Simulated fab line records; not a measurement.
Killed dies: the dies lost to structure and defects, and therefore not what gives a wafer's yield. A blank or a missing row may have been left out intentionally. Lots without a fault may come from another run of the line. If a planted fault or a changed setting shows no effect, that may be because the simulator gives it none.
Matching of chambers -- flow n5Finfet -- N5_BEOL_M7_CURE_74 on uvCure-02 has 3 sister chambers
The step cures SiCOH lowk, time 240 s. 30 wafers are shown with their chamber, then 12 later ones without.

## EACH WAFER AND ITS CHAMBER
wafer,chamber,wafer_temp_C_max,lampPowerPct (%)
L074.1,0,387.4,52.28
L074.2,0,387.1,52.33
L074.3,0,387.1,52.31
L074.4,0,387.2,52.36
L074.5,0,387.5,52.35
L074.6,0,387.4,52.28
L080.2,2,386.6,52.33
L080.3,2,387.0,52.33
L080.4,2,387.0,52.31
L078.1,1,385.9,52.34
L078.2,1,386.7,52.35
L078.6,1,386.4,52.32
L081.1,0,387.0,52.21
L081.3,0,387.2,52.32
L081.6,0,386.7,52.25
L083.3,2,386.4,52.30
L083.4,2,386.4,52.36
L083.5,2,386.4,52.21
L084.1,2,387.1,52.32
L084.2,2,386.6,52.27
L084.5,2,386.8,52.27
L086.1,2,386.8,52.31
L086.2,2,386.7,52.27
L086.5,2,387.7,52.28
L089.2,1,386.0,52.29
L089.4,1,385.9,52.30
L089.6,1,386.4,52.31
L091.4,0,387.4,52.31
L091.5,0,386.9,52.29
L091.6,0,387.7,52.33

SIGNATURES (means of the wafers above)
reading,chamber 0,chamber 1,chamber 2,scatter within a chamber
wafer_temp_C_max,387.217,386.217,386.792,0.331
lampPowerPct,52.3017,52.3183,52.2967,0.0384
Rule: distance of a wafer from a chamber = root of the sum over the readings of ((wafer's reading minus chamber's mean) / reading's scatter) squared. If the next closest chamber is less than 2 further off than the closest, the wafer can't be placed; otherwise it belongs to the closest. How the scatter is found: for the shown wafers, subtract from each reading the mean of its chamber, square and add these, divide the total by (wafers less chambers), then take the root.

## WAFERS WHOSE CHAMBER IS MISSING
wafer,wafer_temp_C_max,lampPowerPct (%)
L090.1,387.4,52.36
L090.2,387.6,52.40
L090.6,387.1,52.33
L092.1,386.8,52.25
L092.2,386.6,52.27
L092.4,386.8,52.36
L095.2,387.0,52.19
L095.4,386.1,52.38
L095.5,386.5,52.30
L096.1,386.7,52.38
L096.4,386.2,52.35
L096.5,386.3,52.35

## THE CHAMBER EACH PASSED THROUGH
wafer,from the rows above,in truth
L090.1,can't be placed: 0 or 2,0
L090.2,can't be placed: 0 or 2 or 1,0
L090.6,can't be placed: 0 or 2 or 1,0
L092.1,can't be placed: 2 or 0 or 1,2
L092.2,can't be placed: 2 or 1 or 0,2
L092.4,can't be placed: 2 or 0 or 1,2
L095.2,can't be placed: 2 or 0 or 1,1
L095.4,can't be placed: 1 or 2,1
L095.5,can't be placed: 2 or 1 or 0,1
L096.1,can't be placed: 1 or 2 or 0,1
L096.4,can't be placed: 1 or 2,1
L096.5,can't be placed: 1 or 2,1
Placed correctly: 0 of 12. Can't be placed from these rows: 12 (the true chamber is among the candidates in 12). Wrongly placed: 0.
